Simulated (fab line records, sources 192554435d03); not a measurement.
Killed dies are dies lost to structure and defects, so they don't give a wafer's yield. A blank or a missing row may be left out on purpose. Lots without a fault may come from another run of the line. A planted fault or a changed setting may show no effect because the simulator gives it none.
fab line records | flow n5_finfet
record lots=21 wafers=63 last_day=18
route steps=1938 shown BEOL_M0_SAQP@659 BEOL_M0@737 BEOL_M1@753
lots that met no fault: from a run of the same line without faults
start_h: hours from the record's first day to the start of the lot's first wafer shown | wait_h: hours since the lot's step before | " the same as in the row above | L1.1+2: a row that stands for several wafers | - no value, or no start given | * or withheld: withheld | < > ~ a bound
route shown NAME@n: a module of which the file shows steps, and the number in the route of the first | usual: mean/standard deviation of fault-free wafers | same: alike in all rows | chamber/n: place in a boat | sites: the reading at each site | _std_site: their standard deviation | _edge_site: outer sites' mean less inner sites' | radius_mm: how far each site lies from the wafer's centre | mask NAME#n: copy n | behind: the tool/chamber that last shaped the wafer | hold: why the lot was held/for how many hours/how that ended | device: the transistor (n, p or np) that didn't switch | end of line: the same wafers' tests at the end of the route | a step without rows: its recipe alone | killed: dies lost to structure and defects at the first sort, not the wafer's yield | map: a wafer's dies, x killed, . not, _ none there
set.NAME: the setting as run; set.NAME@STEP: as run at that earlier step | model.NAME: the simulator's own value behind a step, which no gauge read
steps of the route over a sample of lots; a table a step, a row a wafer
services: from which hour (start_h, from the record's first day; less than 0 if before it) a tool's chamber was out of use, for how many hours, and why
## steps
# step N5_BEOL_M0_SAQP_STRIP_86
# recipe chemistry=N2/H2 power_w=500 temp_c=40 pressure_mtorr=50 rf_frequency_hz=6e+07 overash_fraction=0.3 bias_power_w=28 h2_frac=0.5 n2_flow_sccm=300 h2_flow_sccm=300
# usual drypump_motor_current_A=5.6/0.44 oes_product_au=0.81/0.091 rf_vpp_V=121.8/1.4 showerhead_plenum_p_Torr=3.36/0.092 temp_c=39.99/0.1 throttle_valve_pct=19.1/0.54
# same overash_fraction=0.3
# columns lot.wafer tool chamber start_h wait_h drypump_motor_current_A oes_product_au rf_hours_counter_h rf_vpp_V showerhead_plenum_p_Torr temp_c throttle_valve_pct
L074.3 rie_diel-06 0 108.54 0.1 5.2 0.87 48 122.0 3.26 39.96 18.4
L074.4 " 1 " " 5.7 0.78 150 121.1 3.36 40.00 19.0
L074.6 " 0 " " 5.2 0.86 - 121.9 3.25 40.13 18.4
L075.1 rie_diel-04 3 118.42 0.1 5.2 0.90 24 120.8 3.29 40.21 19.1
L075.3 " 0 " " 5.9 0.72 166 120.3 3.38 40.16 19.5
L075.5 " 0 " " 5.9 0.74 - 122.7 3.38 40.20 19.5
L076.1 rie_diel-04 0 124.85 0.1 5.9 0.73 168 121.1 3.37 39.95 19.5
L076.4 " 3 " " 5.2 0.90 25 123.9 3.29 39.93 19.0
L076.6 " 0 " " 5.9 0.74 - 121.1 3.37 39.97 19.5
L077.3 rie_diel-06 0 128.64 0.1 5.2 0.85 54 123.3 3.25 39.93 18.4
L077.4 " 2 " " 6.1 0.70 203 124.0 3.32 39.90 18.8
L077.6 " 2 " " 6.1 0.71 - 122.7 3.32 40.00 18.8
L078.2 rie_diel-06 1 137.09 0.1 5.7 0.77 159 120.7 3.36 40.13 19.0
L078.3 " 2 " " 6.0 0.70 206 122.8 3.32 39.83 18.8
L078.6 " 2 " " 6.1 0.70 - 120.3 3.32 39.97 18.8
L079.1 rie_diel-03 3 138.17 0.1 6.4 0.91 34 120.7 3.47 40.02 20.3
L079.4 " 0 " " 5.1 0.73 183 119.7 3.36 39.97 19.1
L079.6 " 3 " " 6.4 0.92 - 121.9 3.47 39.86 20.3
L080.4 rie_diel-03 3 143.97 0.1 6.5 0.92 - 121.9 3.47 40.02 20.3
L080.5 " 1 " " 5.4 0.93 - 123.0 3.56 40.00 18.9
L080.6 " 2 " " 5.3 0.67 - 121.7 3.33 39.94 18.8
L081.3 rie_diel-03 0 154.14 0.1 5.1 0.73 187 120.8 3.36 40.12 19.1
L081.5 " 0 " " 5.1 0.73 - 122.2 3.36 39.99 19.2
L081.6 " 3 " " 6.3 0.89 - 120.7 3.46 39.99 20.3
L082.2 rie_diel-06 3 158.93 0.1 6.2 0.90 28 119.2 3.43 39.91 19.1
L082.4 " 0 " " 5.2 0.85 63 121.1 3.25 40.00 18.4
L082.5 " 0 " " 5.2 0.83 - 123.6 3.25 40.05 18.4
L083.1 rie_diel-06 1 169.15 0.1 5.7 0.77 168 123.5 3.35 40.00 19.0
L083.4 " 3 " " 6.2 0.90 30 119.1 3.43 39.98 19.1
L083.6 " 2 " " 6.0 0.70 - 121.0 3.31 39.97 18.8
L084.1 rie_diel-03 0 174.50 0.1 5.1 0.73 194 122.5 3.36 39.89 19.2
L084.4 " 3 " " 6.4 0.89 47 123.7 3.46 39.76 20.4
L084.6 " 2 " " 5.3 0.99 - 123.1 3.33 40.02 18.4
L085.1 rie_diel-04 0 181.31 0.1 5.9 0.73 186 122.8 3.36 40.06 19.5
L085.2 " 2 " " 5.7 0.70 230 119.9 3.21 39.90 20.1
L085.3 " 3 " " 5.2 0.85 42 118.5 3.28 39.97 19.1
L086.2 rie_diel-03 1 185.98 0.2 5.4 0.90 21 122.6 3.55 40.01 18.9
L086.3 " 0 " " 5.1 0.73 199 122.6 3.36 39.74 19.2
L086.4 " 2 " " 5.3 0.95 4 125.3 3.33 40.06 18.4
L087.1 rie_diel-06 1 190.93 0.1 5.7 0.75 175 122.0 3.35 40.16 19.0
L087.3 " 3 " " 6.2 0.89 36 120.0 3.43 40.22 19.1
L087.5 " 0 " " 5.2 0.83 - 121.3 3.24 40.02 18.4
L089.1 rie_diel-06 2 203.49 0.4 6.1 0.69 227 122.4 3.31 39.73 18.8
L089.5 " 3 " " 6.2 0.89 - 121.6 3.42 39.88 19.1
L089.6 " 0 " " 5.2 0.80 - 122.7 3.24 40.14 18.4
L090.1 rie_diel-03 0 207.34 0.1 5.1 0.71 207 121.8 3.35 39.94 19.2
L090.3 " 2 " " 5.3 0.90 12 122.0 3.32 40.11 18.4
L090.6 " 1 " " 5.4 0.87 - 122.9 3.54 40.03 18.9
L092.1 rie_diel-03 0 216.69 0.1 5.1 0.72 210 122.6 3.35 40.04 19.2
L092.2 " 3 " " 6.4 0.87 62 125.8 3.45 39.96 20.4
L092.3 " 2 " " 5.3 0.91 15 122.6 3.32 39.80 18.4
L093.1 rie_diel-03 2 225.21 0.1 5.3 0.91 18 120.9 3.32 39.95 18.4
L093.3 " 3 " " 6.4 0.86 65 122.0 3.45 39.92 20.4
L093.4 " 1 " " 5.4 0.85 35 120.8 3.54 39.97 18.9
L095.2 rie_diel-04 1 234.46 0.1 5.3 0.70 217 121.8 3.31 39.95 18.9
L095.5 " 0 " " 5.9 0.72 - 121.1 3.36 40.11 19.6
L095.6 " 1 " " 5.3 0.71 - 119.3 3.31 39.91 18.9
L096.3 rie_diel-06 1 242.12 0.1 5.7 0.75 193 120.2 3.34 39.87 19.0
L096.5 " 2 " " 6.0 0.67 - 121.1 3.30 40.07 18.9
L096.6 " 3 " " 6.2 0.85 - 122.3 3.42 40.15 19.1
L097.2 rie_diel-04 1 251.35 0.2 5.3 0.71 224 121.4 3.31 39.91 18.9
L097.3 " 2 " " 5.7 0.69 249 123.5 3.20 39.99 20.1
L097.5 " 3 " " 5.2 0.82 - 121.3 3.27 40.12 19.1
# step N5_BEOL_M0_SAQP_ETCH_106
# recipe chemistry=N2/H2 target=SOC target_depth_a=1500 stop_on=SiNx ion_energy_ev=100 bias_w=61 pressure_mtorr=30 source_w=850 n2_flow_sccm=200 h2_flow_sccm=200
# usual drypump_motor_current_A=5.6/0.44 oes_product_au=0.78/0.086 rf_vpp_V=240.6/1.3 showerhead_plenum_p_Torr=2.54/0.076 throttle_valve_pct=17.96/0.29
# columns lot.wafer tool chamber start_h wait_h drypump_motor_current_A oes_product_au rf_hours_counter_h rf_vpp_V showerhead_plenum_p_Torr throttle_valve_pct
L074.3 rie_diel-03 2 110.73 - 5.3 0.67 234 239.7 2.53 17.91
L074.4 " 3 " " 6.4 0.91 - 240.6 2.63 18.32
L074.6 " 2 " " 5.3 0.67 - 239.8 2.53 17.93
L075.1 rie_diel-04 2 120.42 - 5.7 0.70 212 239.0 2.43 18.45
L075.3 " 3 " " 5.2 0.88 24 240.1 2.49 17.77
L075.5 " 2 " " 5.7 0.70 - 239.6 2.43 18.44
L076.1 rie_diel-03 2 128.21 - 5.3 0.67 239 239.8 2.53 17.94
L076.4 " 0 " " 5.1 0.72 180 240.8 2.55 18.00
L076.6 " 2 " " 5.3 0.67 - 240.2 2.53 17.93
L077.3 rie_diel-04 1 130.57 - 5.2 0.72 188 240.4 2.52 17.72
L077.4 " 0 " " 5.9 0.73 170 241.8 2.55 18.19
L077.6 " 3 " " 5.2 0.88 - 240.6 2.49 17.79
L078.2 rie_diel-06 1 139.35 - 5.7 0.74 160 239.1 2.54 18.01
L078.3 " 0 " " 5.2 0.81 58 239.1 2.46 17.49
L078.6 " 0 " " 5.2 0.81 - 238.2 2.46 17.49
L079.1 rie_diel-04 2 140.31 - 5.7 0.69 218 238.2 2.43 18.45
L079.4 " 1 " " 5.2 0.73 192 239.4 2.52 17.73
L079.6 " 3 " " 5.2 0.88 - 240.6 2.49 17.78
L080.4 rie_diel-04 1 146.33 - 5.2 0.71 194 240.4 2.51 17.74
L080.5 " 1 " " 5.3 0.72 - 240.5 2.52 17.73
L080.6 " 0 " " 5.9 0.73 - 239.1 2.55 18.22
L081.3 rie_diel-03 2 156.03 - 5.3 0.66 248 241.1 2.52 17.94
L081.5 " 0 " " 5.1 0.71 - 241.8 2.55 18.03
L081.6 " 3 " " 6.4 0.89 - 240.0 2.63 18.35
L082.2 rie_diel-03 1 161.15 - 5.4 0.91 11 242.8 2.70 17.76
L082.4 " 0 " " 5.1 0.71 - 239.1 2.54 18.03
L082.5 " 3 " " 6.4 0.88 - 241.0 2.62 18.33
L083.1 rie_diel-03 0 171.58 - 5.1 0.71 193 240.7 2.54 18.02
L083.4 " 0 " " 5.1 0.71 - 240.8 2.54 18.03
L083.6 " 3 " " 6.3 0.88 - 240.6 2.62 18.37
L084.1 rie_diel-03 0 176.84 - 5.1 0.70 195 241.0 2.54 18.03
L084.4 " 2 " " 5.3 0.94 1 239.8 2.52 17.43
L084.6 " 3 " " 6.4 0.87 - 241.3 2.62 18.35
L085.1 rie_diel-03 1 183.40 - 5.4 0.88 20 244.1 2.69 17.79
L085.2 " 0 " " 5.1 0.71 198 240.7 2.54 18.03
L085.3 " 2 " " 5.3 0.93 3 238.2 2.52 17.44
L086.2 rie_diel-03 2 188.30 - 5.3 0.93 4 239.9 2.52 17.45
L086.3 " 0 " " 5.1 0.71 200 240.4 2.54 18.02
L086.4 " 1 " " 5.3 0.87 22 243.5 2.69 17.78
L087.1 rie_diel-06 0 192.94 - 5.2 0.80 73 238.7 2.45 17.51
L087.3 " 3 " " 6.2 0.87 37 241.2 2.59 17.75
L087.5 " 0 " " 5.2 0.79 - 240.6 2.45 17.50
L089.1 rie_diel-06 1 205.55 - 5.7 0.73 182 241.0 2.53 18.04
L089.5 " 0 " " 5.2 0.79 - 239.6 2.45 17.52
L089.6 " 3 " " 6.2 0.86 - 242.1 2.59 17.77
L090.1 rie_diel-03 2 209.57 - 5.3 0.89 13 240.0 2.52 17.46
L090.3 " 3 " " 6.4 0.85 60 241.3 2.62 18.38
L090.6 " 0 " " 5.1 0.70 - 239.9 2.54 18.05
L092.1 rie_diel-03 3 218.59 - 6.4 0.86 63 241.0 2.62 18.37
L092.2 " 0 " " 5.1 0.70 210 240.7 2.54 18.04
L092.3 " 2 " " 5.3 0.89 16 241.4 2.51 17.46
L093.1 rie_diel-06 0 227.14 - 5.2 0.77 86 238.5 2.44 17.52
L093.3 " 1 " " 5.7 0.72 188 240.8 2.53 18.05
L093.4 " 2 " " 6.1 0.68 233 240.8 2.50 17.91
L095.2 rie_diel-06 0 236.36 - 5.2 0.78 89 239.0 2.44 17.54
L095.5 " 2 " " 6.1 0.68 - 239.7 2.50 17.93
L095.6 " 3 " " 6.2 0.85 - 241.5 2.59 17.79
L096.3 rie_diel-06 3 244.74 - 6.2 0.83 55 240.4 2.59 17.78
L096.5 " 1 " " 5.7 0.72 - 242.2 2.53 18.08
L096.6 " 0 " " 5.2 0.78 - 240.7 2.44 17.53
L097.2 rie_diel-04 2 253.64 - 5.7 0.67 250 239.0 2.41 18.49
L097.3 " 0 " " 5.9 0.70 207 240.8 2.54 18.26
L097.5 " 2 " " 5.7 0.67 - 238.1 2.42 18.49
# step N5_BEOL_M0_SAQP_ETCH_88
# recipe chemistry=N2/H2 target=underlayer target_depth_a=65 time_s=5.2 ion_energy_ev=200 mask_material=CAR-EUV pressure_mtorr=30 source_w=840 bias_w=150 n2_flow_sccm=200 h2_flow_sccm=200 ends=cleared
# usual drypump_motor_current_A=5.6/0.43 etch_rf_on_time_s=5.25/0.17 oes_product_au=0.67/0.073 rf_vpp_V=523.3/2.2 showerhead_plenum_p_Torr=2.53/0.068 throttle_valve_pct=17.98/0.28
# columns lot.wafer tool chamber start_h wait_h drypump_motor_current_A etch_rf_on_time_s oes_product_au rf_hours_counter_h rf_vpp_V showerhead_plenum_p_Torr throttle_valve_pct
L074.3 rie_diel-03 3 112.41 0.0 6.4 5.02 0.80 26 523.3 2.63 18.39
L074.4 " 2 " " 5.3 5.26 0.57 - 522.1 2.53 17.94
L074.6 " 3 " " 6.3 4.99 0.79 - 526.2 2.63 18.36
L075.1 rie_diel-06 2 122.06 0.0 6.1 5.31 0.59 201 522.0 2.51 17.90
L075.3 " 1 " " 5.7 5.24 0.64 154 522.9 2.54 18.03
L075.5 " 1 " " 5.7 5.24 0.64 - 523.9 2.54 18.03
L076.1 rie_diel-03 0 129.73 0.0 5.1 5.48 0.60 180 521.9 2.55 18.03
L076.4 " 1 " " 5.4 5.48 0.80 2 528.2 2.70 17.79
L076.6 " 2 " " 5.3 5.27 0.57 - 521.9 2.53 17.99
L077.3 rie_diel-03 3 132.59 0.0 6.4 5.05 0.79 32 523.7 2.63 18.37
L077.4 " 0 " " 5.1 5.40 0.62 181 524.0 2.55 18.03
L077.6 " 1 " " 5.4 5.40 0.80 - 531.2 2.70 17.77
L078.2 rie_diel-04 0 140.99 0.0 5.9 5.22 0.63 173 525.6 2.55 18.22
L078.3 " 2 " " 5.7 4.94 0.61 218 520.7 2.43 18.50
L078.6 " 3 " " 5.2 5.32 0.75 - 520.6 2.49 17.81
L079.1 rie_diel-06 2 141.90 0.0 6.1 5.35 0.60 208 522.3 2.51 17.92
L079.4 " 2 " " 6.1 5.36 0.59 - 521.6 2.51 17.90
L079.6 " 1 " " 5.7 5.22 0.63 - 525.9 2.54 18.06
L080.4 rie_diel-04 0 148.01 0.0 5.9 5.24 0.63 176 523.5 2.55 18.23
L080.5 " 2 " " 5.7 4.97 0.60 - 522.7 2.43 18.49
L080.6 " 1 " " 5.3 5.18 0.63 - 523.6 2.51 17.81
L081.3 rie_diel-04 2 159.61 0.0 5.7 4.93 0.61 224 520.8 2.42 18.50
L081.5 " 0 " " 5.9 5.13 0.61 - 523.3 2.55 18.27
L081.6 " 3 " " 5.2 5.34 0.73 - 521.6 2.49 17.84
L082.2 rie_diel-06 0 163.54 0.0 5.2 5.44 0.70 65 523.0 2.45 17.52
L082.4 " 3 " " 6.3 5.12 0.76 29 525.3 2.60 17.80
L082.5 " 3 " " 6.2 5.07 0.77 - 524.0 2.60 17.75
L083.1 rie_diel-06 1 173.27 0.0 5.7 5.20 0.64 169 522.7 2.54 18.09
L083.4 " 0 " " 5.2 5.49 0.69 67 522.6 2.45 17.54
L083.6 " 0 " " 5.2 5.48 0.69 - 522.5 2.45 17.54
L084.1 rie_diel-06 1 178.48 0.0 5.7 5.15 0.63 171 523.4 2.54 18.08
L084.4 " 0 " " 5.2 5.50 0.69 69 520.3 2.45 17.54
L084.6 " 1 " " 5.7 5.26 0.63 - 523.9 2.54 18.08
L085.1 rie_diel-06 1 185.49 0.0 5.7 5.17 0.64 173 524.6 2.53 18.07
L085.2 " 2 " " 6.1 5.26 0.58 220 521.3 2.51 17.90
L085.3 " 0 " " 5.2 5.56 0.70 71 522.5 2.45 17.52
L086.2 rie_diel-03 3 189.81 0.0 6.4 4.98 0.75 52 525.3 2.62 18.40
L086.3 " 0 " " 5.1 5.37 0.61 200 523.4 2.54 18.06
L086.4 " 2 " " 5.3 5.00 0.82 5 522.3 2.52 17.49
L087.1 rie_diel-03 2 194.81 0.0 5.3 5.09 0.79 7 522.8 2.52 17.49
L087.3 " 0 " " 5.1 5.39 0.60 202 522.3 2.54 18.05
L087.5 " 0 " " 5.1 5.41 0.61 - 525.4 2.54 18.08
L089.1 rie_diel-04 3 207.20 0.0 5.2 5.41 0.72 46 523.4 2.48 17.86
L089.5 " 2 " " 5.7 4.97 0.61 - 519.5 2.42 18.51
L089.6 " 1 " " 5.2 5.15 0.60 - 521.9 2.51 17.81
L090.1 rie_diel-06 1 211.33 0.0 5.7 5.21 0.62 183 524.8 2.53 18.09
L090.3 " 3 " " 6.2 5.26 0.73 43 522.6 2.59 17.79
L090.6 " 3 " " 6.2 5.21 0.73 - 525.3 2.59 17.81
L092.1 rie_diel-03 3 220.24 0.0 6.4 5.01 0.76 63 522.5 2.62 18.42
L092.2 " 2 " " 5.3 5.20 0.76 16 524.1 2.52 17.46
L092.3 " 1 " " 5.4 5.47 0.72 34 529.2 2.69 17.85
L093.1 rie_diel-04 2 229.33 0.0 5.7 5.03 0.60 240 520.7 2.42 18.53
L093.3 " 1 " " 5.3 5.15 0.60 215 523.2 2.51 17.82
L093.4 " 0 " " 5.9 5.21 0.60 196 523.8 2.54 18.28
L095.2 rie_diel-06 3 238.00 0.0 6.2 5.28 0.72 52 521.8 2.59 17.81
L095.5 " 2 " " 6.0 5.44 0.57 - 523.1 2.50 17.94
L095.6 " 3 " " 6.2 5.25 0.73 - 525.9 2.59 17.84
L096.3 rie_diel-04 3 246.71 0.0 5.1 5.43 0.72 59 523.4 2.48 17.83
L096.5 " 3 " " 5.1 5.39 0.71 - 520.9 2.48 17.86
L096.6 " 0 " " 5.9 5.17 0.61 - 524.0 2.54 18.32
L097.2 rie_diel-04 0 255.34 0.0 5.9 5.12 0.61 208 522.1 2.54 18.31
L097.3 " 3 " " 5.1 5.33 0.71 63 523.2 2.48 17.88
L097.5 " 0 " " 5.9 5.12 0.60 - 525.9 2.54 18.31
# step N5_BEOL_M0_ANNEAL_133
# recipe temp_c=400 time_s=60 ambient=vacuum
# usual heater_power_w=851/58 susceptor_temp_C=399.97/0.22 susceptor_temp_C_max=400.9/0.52
# columns lot.wafer tool chamber start_h wait_h heater_power_w susceptor_temp_C susceptor_temp_C_max
L074.3 pvd_sputter-01 - 117.94 0.0 772 400.12 400.8
L074.4 " - " " 846 399.90 400.4
L074.6 " - " " 867 399.68 400.3
L075.1 pvd_sputter-01 - 131.49 0.0 873 399.72 400.2
L075.3 " - " " 918 400.42 402.2
L075.5 " - " " 878 399.70 400.3
L076.1 pvd_sputter-02 - 133.06 0.0 898 399.85 400.5
L076.4 " - " " 841 400.21 401.6
L076.6 " - " " 915 399.78 400.5
L077.3 pvd_sputter-01 - 138.00 0.0 869 399.93 400.5
L077.4 " - " " 918 400.02 401.8
L077.6 " - " " 876 400.23 400.8
L078.2 pvd_sputter-02 - 147.35 0.0 839 399.87 400.8
L078.3 " - " " 778 399.79 400.4
L078.6 " - " " 912 399.62 400.4
L079.1 pvd_sputter-01 - 148.17 0.0 886 400.11 400.6
L079.4 " - " " 780 399.96 400.8
L079.6 " - " " 874 399.78 400.5
L080.4 pvd_sputter-02 - 154.87 0.0 779 399.63 400.2
L080.5 " - " " 860 400.49 401.3
L080.6 " - " " 790 400.19 400.8
L081.3 pvd_sputter-01 - 167.60 0.0 786 400.19 401.0
L081.5 " - " " 782 400.15 401.0
L081.6 " - " " 938 399.76 401.5
L082.2 pvd_sputter-01 - 171.44 0.0 946 400.09 401.6
L082.4 " - " " 921 400.08 402.4
L082.5 " - " " 882 399.92 400.7
L083.1 pvd_sputter-02 - 176.91 0.0 786 399.78 400.5
L083.4 " - " " 811 399.93 401.2
L083.6 " - " " 774 400.08 400.7
L084.1 pvd_sputter-01 - 188.53 0.0 889 400.08 400.7
L084.4 " - " " 772 400.00 400.7
L084.6 " - " " 871 400.21 400.8
L085.1 pvd_sputter-01 - 192.43 0.0 866 399.82 400.4
L085.2 " - " " 875 399.96 400.4
L085.3 " - " " 913 399.98 401.8
L086.2 pvd_sputter-02 - 195.39 0.0 789 400.08 400.5
L086.3 " - " " 776 400.10 401.4
L086.4 " - " " 905 400.13 400.9
L087.1 pvd_sputter-01 - 200.99 0.0 857 400.52 401.0
L087.3 " - " " 794 400.02 400.9
L087.5 " - " " 882 399.98 400.9
L089.1 pvd_sputter-01 - 212.30 0.0 917 400.49 402.1
L089.5 " - " " 935 399.77 400.8
L089.6 " - " " 869 400.18 400.7
L090.1 pvd_sputter-01 - 217.34 0.0 914 400.11 401.9
L090.3 " - " " 757 400.05 400.8
L090.6 " - " " 860 399.93 400.6
L092.1 pvd_sputter-02 - 228.68 0.0 852 399.94 400.9
L092.2 " - " " 904 400.09 400.7
L092.3 " - " " 784 400.05 400.7
L093.1 pvd_sputter-03 - 234.37 0.0 713 400.04 401.3
L093.3 " - " " 809 399.86 400.8
L093.4 " - " " 873 399.72 400.3
L095.2 pvd_sputter-02 - 243.55 0.0 771 399.88 400.6
L095.5 " - " " 864 399.76 400.8
L095.6 " - " " 800 399.98 400.7
L096.3 pvd_sputter-01 - 250.74 0.0 935 400.04 402.1
L096.5 " - " " 929 400.17 401.8
L096.6 " - " " 869 399.72 400.6
L097.2 pvd_sputter-01 - 262.89 0.0 850 399.81 400.3
L097.3 " - " " 872 399.90 400.4
L097.5 " - " " 880 399.67 400.3
# step N5_BEOL_M1_PECVD_72
# recipe material=SiO2 target_thk_a=160 temp_c=400 precursor=TEOS/O2 pressure_torr=5.5 rf_w=450 teos_flow_sccm=53.8 gas=O2 flow_sccm=3000 time_s=18
# usual heater_power_w=706/140 showerhead_plenum_p_Torr=8.74/0.053 susceptor_temp_C=400.04/0.22 throttle_valve_pct=23.1/2.2
# columns lot.wafer tool chamber start_h wait_h heater_power_w showerhead_plenum_p_Torr susceptor_temp_C throttle_valve_pct
L074.3 pecvd-01 2 119.37 0.0 578 8.75 399.90 22.6
L074.4 " 2 " " 595 8.75 400.28 22.6
L074.6 " 1 " " 440 8.82 399.68 22.1
L075.1 pecvd-01 0 133.18 0.0 817 8.76 400.24 22.2
L075.3 " 1 " " 536 8.81 399.97 22.3
L075.5 " 1 " " 538 8.82 400.36 22.1
L076.1 pecvd-03 2 134.52 0.0 847 8.73 400.06 20.1
L076.4 " 0 " " 723 8.78 399.89 27.4
L076.6 " 0 " " 713 8.75 400.01 27.5
L077.3 pecvd-03 2 139.81 0.0 812 8.72 400.13 19.9
L077.4 " 1 " " 611 8.67 400.13 23.2
L077.6 " 0 " " 726 8.77 399.84 27.5
L078.2 pecvd-04 2 148.75 0.0 947 8.67 399.86 23.5
L078.3 " 1 " " 629 8.80 400.09 22.5
L078.6 " 1 " " 640 8.78 400.06 22.4
L079.1 pecvd-03 0 149.67 0.0 695 8.73 400.06 27.4
L079.4 " 1 " " 620 8.65 399.99 23.3
L079.6 " 2 " " 790 8.70 400.13 20.3
L080.4 pecvd-01 1 156.67 0.1 539 8.84 399.89 22.2
L080.5 " 2 " " 694 8.76 399.95 22.4
L080.6 " 0 " " 1006 8.73 399.98 22.8
L081.3 pecvd-01 0 168.99 0.0 972 8.75 399.95 22.3
L081.5 " 2 " " 687 8.75 400.23 22.6
L081.6 " 1 " " 478 8.81 399.84 22.3
L082.2 pecvd-03 1 172.81 0.0 615 8.66 400.05 23.2
L082.4 " 2 " " 763 8.71 399.91 20.2
L082.5 " 0 " " 665 8.76 399.91 27.3
L083.1 pecvd-01 0 178.30 0.0 999 8.72 400.04 22.3
L083.4 " 0 " " 997 8.73 399.99 22.5
L083.6 " 1 " " 535 8.82 399.92 22.1
L084.1 pecvd-03 2 189.92 0.0 776 8.71 400.03 20.0
L084.4 " 0 " " 703 8.76 400.73 27.4
L084.6 " 1 " " 638 8.67 399.71 23.3
L085.1 pecvd-03 1 193.95 0.0 616 8.66 400.00 23.1
L085.2 " 0 " " 768 8.77 399.76 27.4
L085.3 " 2 " " 817 8.71 400.14 20.4
L086.2 pecvd-03 0 196.78 0.0 694 8.76 400.04 27.5
L086.3 " 1 " " 580 8.66 399.82 23.3
L086.4 " 1 " " 570 8.66 399.81 23.4
L087.1 pecvd-01 1 202.42 0.0 484 8.83 400.07 22.4
L087.3 " 2 " " 674 8.76 399.78 22.8
L087.5 " 0 " " 914 8.75 400.30 22.2
L089.1 pecvd-03 2 213.80 0.0 826 8.73 400.13 20.3
L089.5 " 2 " " 835 8.73 400.21 20.4
L089.6 " 0 " " 758 8.77 399.92 27.5
L090.1 pecvd-04 0 218.72 0.0 628 8.76 400.01 22.1
L090.3 " 1 " " 647 8.79 400.27 22.6
L090.6 " 1 " " 645 8.81 400.02 22.8
L092.1 pecvd-01 1 230.07 0.0 476 8.84 399.98 22.4
L092.2 " 2 " " 563 8.76 400.40 23.1
L092.3 " 0 " " 975 8.76 399.68 22.6
L093.1 pecvd-03 1 237.17 0.0 636 8.67 399.74 23.2
L093.3 " 2 " " 852 8.70 400.31 20.2
L093.4 " 1 " " 650 8.65 400.22 23.1
L095.2 pecvd-03 1 244.93 0.0 556 8.65 400.17 23.2
L095.5 " 1 " " 550 8.65 400.23 23.1
L095.6 " 0 " " 752 8.76 400.26 27.2
L096.3 pecvd-01 0 252.39 0.0 890 8.74 399.85 22.4
L096.5 " 0 " " 887 8.73 399.94 22.4
L096.6 " 1 " " 489 8.84 400.06 22.3
L097.2 pecvd-01 2 264.29 0.0 578 8.76 400.08 23.1
L097.3 " 1 " " 444 8.85 399.96 22.3
L097.5 " 0 " " 904 8.74 399.91 22.4
# step N5_BEOL_M1_HM_DEP_02
# recipe material=TiN target_thk_a=200 temp_c=25 chamber_pressure_pa=0.49996
# usual susceptor_temp_C=24.99/0.097 throttle_valve_pct=29.7/0.87
# columns lot.wafer tool chamber start_h wait_h susceptor_temp_C throttle_valve_pct
L074.3 pvd_sputter-02 - 122.38 3.0 25.07 31.0
L074.4 " - " " 24.84 30.3
L074.6 " - " " 24.85 30.3
L075.1 pvd_sputter-01 - 134.99 1.8 25.13 30.2
L075.3 " - " " 24.92 30.4
L075.5 " - " " 24.97 28.2
L076.1 pvd_sputter-01 - 135.69 1.2 24.89 30.5
L076.4 " - " " 25.14 30.1
L076.6 " - " " 25.05 28.3
L077.3 pvd_sputter-03 - 140.70 0.9 24.86 28.3
L077.4 " - " " 24.97 30.8
L077.6 " - " " 24.90 30.6
L078.2 pvd_sputter-01 - 149.11 0.3 25.13 30.6
L078.3 " - " " 25.06 28.5
L078.6 " - " " 24.85 28.2
L079.1 pvd_sputter-01 - 149.91 0.2 24.99 30.7
L079.4 " - " " 24.96 28.9
L079.6 " - " " 24.95 30.2
L080.4 pvd_sputter-01 - 157.34 0.7 25.05 28.8
L080.5 " - " " 25.02 30.1
L080.6 " - " " 25.03 28.1
L081.3 pvd_sputter-01 - 171.78 2.8 25.10 28.4
L081.5 " - " " 24.95 30.3
L081.6 " - " " 24.95 28.3
L082.2 pvd_sputter-03 - 173.08 0.3 24.84 29.3
L082.4 " - " " 24.97 30.2
L082.5 " - " " 25.16 30.6
L083.1 pvd_sputter-02 - 179.95 1.6 25.01 29.7
L083.4 " - " " 25.05 30.1
L083.6 " - " " 25.04 29.6
L084.1 pvd_sputter-03 - 191.65 1.7 25.00 30.6
L084.4 " - " " 24.99 29.3
L084.6 " - " " 25.14 28.6
L085.1 pvd_sputter-03 - 194.62 0.7 24.93 30.5
L085.2 " - " " 25.15 28.6
L085.3 " - " " 25.14 29.3
L086.2 pvd_sputter-02 - 199.29 2.5 25.04 30.7
L086.3 " - " " 24.95 29.8
L086.4 " - " " 24.99 30.3
L087.1 pvd_sputter-03 - 203.10 0.7 25.11 29.2
L087.3 " - " " 24.98 30.9
L087.5 " - " " 24.79 30.6
L089.1 pvd_sputter-03 - 214.95 1.1 25.07 30.8
L089.5 " - " " 24.86 29.2
L089.6 " - " " 25.05 31.2
L090.1 pvd_sputter-02 - 218.79 0.1 24.96 30.7
L090.3 " - " " 25.06 29.5
L090.6 " - " " 25.12 29.8
L092.1 pvd_sputter-01 - 230.30 0.2 24.98 29.1
L092.2 " - " " 25.09 30.5
L092.3 " - " " 25.04 30.2
L093.1 pvd_sputter-02 - 240.17 3.0 24.85 30.0
L093.3 " - " " 24.91 30.1
L093.4 " - " " 24.84 30.7
L095.2 pvd_sputter-02 - 245.97 1.0 24.92 30.2
L095.5 " - " " 24.81 30.2
L095.6 " - " " 25.14 29.8
L096.3 pvd_sputter-03 - 253.01 0.6 24.91 28.5
L096.5 " - " " 25.00 30.8
L096.6 " - " " 24.78 30.4
L097.2 pvd_sputter-03 - 265.74 1.4 24.90 28.5
L097.3 " - " " 25.03 30.9
L097.5 " - " " 24.97 28.7
## services
# columns tool chamber start_h hours kind
rie_diel-06 - 86.87 0.4 repair
pvd_sputter-03 - 88.24 4.1 repair
pvd_sputter-01 - 103.56 0.8 repair
pecvd-03 1 109.72 28.8 repair
pvd_sputter-01 - 112.07 4.3 repair
pecvd-03 0 115.04 14.0 repair
pecvd-01 - 117.11 0.8 pm
pecvd-03 - 119.02 1.2 repair
pecvd-01 2 127.08 7.0 repair
rie_diel-06 3 133.56 10.2 repair
pvd_sputter-02 - 134.70 2.2 repair
pvd_sputter-01 - 138.71 1.8 repair
rie_diel-03 1 146.18 2.5 repair
pecvd-01 - 148.62 1.1 repair
pecvd-01 - 149.76 2.8 pm
pecvd-04 1 156.71 4.8 repair
rie_diel-03 - 159.37 0.7 repair
pecvd-03 2 180.79 5.7 repair
rie_diel-04 - 188.17 14.6 pm
pecvd-01 - 189.62 5.5 pm
rie_diel-03 - 239.00 15.6 pm
pecvd-03 - 242.55 1.7 repair
pecvd-03 - 247.71 5.3 repair
pecvd-01 - 259.73 2.9 repair
## key
fault none
